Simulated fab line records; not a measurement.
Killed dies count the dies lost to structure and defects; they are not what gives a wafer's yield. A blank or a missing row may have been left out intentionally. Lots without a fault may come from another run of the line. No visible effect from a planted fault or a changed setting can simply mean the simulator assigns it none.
Split-lot trial	flow n5-finfet	7 lots, 21 wafers read, on a route of 1938 steps

== ABOUT THE SPLIT ==
At N5_MOL_CONTACT_COAG_PECVD_31 (deposits SiO2 from TEOS/O2, target thk 46 nm, time 8.9 s), the setting temp-c was moved away from the recipe's 400 C on 3 of the 21 wafers read, by -3.0% to +4.2%. This setting was run at the recipe's value on the other wafers.

Reading taken at the split's own step.

== THE READING ==
SiO2_of_MOL_CONTACT_COAG_PECVD_31.thk-nm (the simulator's own value, which no gauge read), in nm, at N5_MOL_CONTACT_COAG_PECVD_31 (deposits SiO2 from TEOS/O2, target thk 46 nm, time 8.9 s). No usual value for it is given in the file. Average 45.9 nm, standard deviation 0.43 nm, over the 18 wafers here run with the recipe.

wafer	tool, chamber at the split	temp-c as run, C	against the recipe	SiO2_of_MOL_CONTACT_COAG_PECVD_31.thk-nm, nm	against lot-mates on the recipe
L075.4	pecvd-01, 1,0	400	recipe	46	-
L075.5	pecvd-01, 1,0	400	recipe	46	-
L075.6	pecvd-01, 2	400	recipe	45.8	-
L076.1	pecvd-04, 0	400	recipe	45.8	-
L076.3	pecvd-04, 2	400	recipe	46	-
L076.6	pecvd-04, 1	400	recipe	47	-
L077.1	pecvd-04, 0,2	400	recipe	45.8	-
L077.5	pecvd-04, 0,2	400	recipe	45.8	-
L077.2	pecvd-04, 2	400	recipe	45.2	-
L078.1	pecvd-03, 0	400	recipe	45.4	-
L078.4	pecvd-03, 0	400	recipe	46.4	-
L078.5	pecvd-03, 2	400	recipe	46	-
L092.3	pecvd-01, 1	400	recipe	45.2	-
L092.4	pecvd-01, 0	400	recipe	46.2	-
L092.5	pecvd-01, 1	400	recipe	45.8	-
L095.3	pecvd-04, 1,2	400	recipe	46.2	-
L095.4	pecvd-04, 1,2	400	recipe	46.2	-
L095.5	pecvd-04, 1	417	+4.2%	41.6	-4.6
L096.1	pecvd-01, 1	400	recipe	45.4	-
L096.2	pecvd-01, 2	387.8	-3.0%	48.6	+3.2
L096.4	pecvd-01, 1	387.8	-3.0%	49.4	+4.0
The file does not say which wafer passed through which chamber wherever a row lists several chambers: such a row stands for several wafers.

FIT RESULTS
A straight line over all 21 wafers: SiO2_of_MOL_CONTACT_COAG_PECVD_31.thk-nm changes by -1.01 nm for each +1% of temp-c; r = -0.96; the points scatter about the line by 0.44 nm.
The same after taking each lot's own level away (the mean of its wafers on the recipe; 21 wafers): -1.13 nm for each +1%; r = -0.97; scatter 0.36 nm.
That fit puts the effect of the largest move of temp-c on the reading at 4.8 nm.
Across the lots, their own levels run from 45.40 to 46.27 nm, a range of 2.0 times the standard deviation given above.
So the slope is not independent of the lot-to-lot level: the two fits are not the same.
Check: -5.02 nm against its lot-mates is what the line predicts for one of the wafers moved furthest among these (+4.2%) when that wafer is left out of the fit. Against them it came out at -4.6 nm.

== THESE WAFERS: OTHER SPLITS ==
Note: prior to the reading, these wafers also went through further splits. Each is held against what the fit with the lots' levels taken away leaves over:
other split on the same wafers	wafers away from the commonest value	r with SiO2_of_MOL_CONTACT_COAG_PECVD_31.thk-nm (lot level and that fit taken away)
N5_SD_EPI_P_COAT_03 spin-rpm	7	+0.49
N5_HKMG_FIN_ETCH_54 source-w	7	-0.04
N5_HKMG_FIN_ETCH_58 source-w	7	-0.19
N5_HKMG_FIN_COAT_06 spin-rpm	5	-0.06
N5_HKMG_FIN_PEB_10 peb-time-s	3	-0.16
N5_MOL_CONTACT_COAG_EXPOSE_05 dose-mj	7	-0.33
N5_MOL_CONTACT_COAG_ETCH_105 bias-w	8	-0.11

== FILE'S OWN FIT ==
SiO2_of_MOL_CONTACT_COAG_PECVD_31.thk-nm changes by -1.12 nm for each +1% of temp-c, r = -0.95.
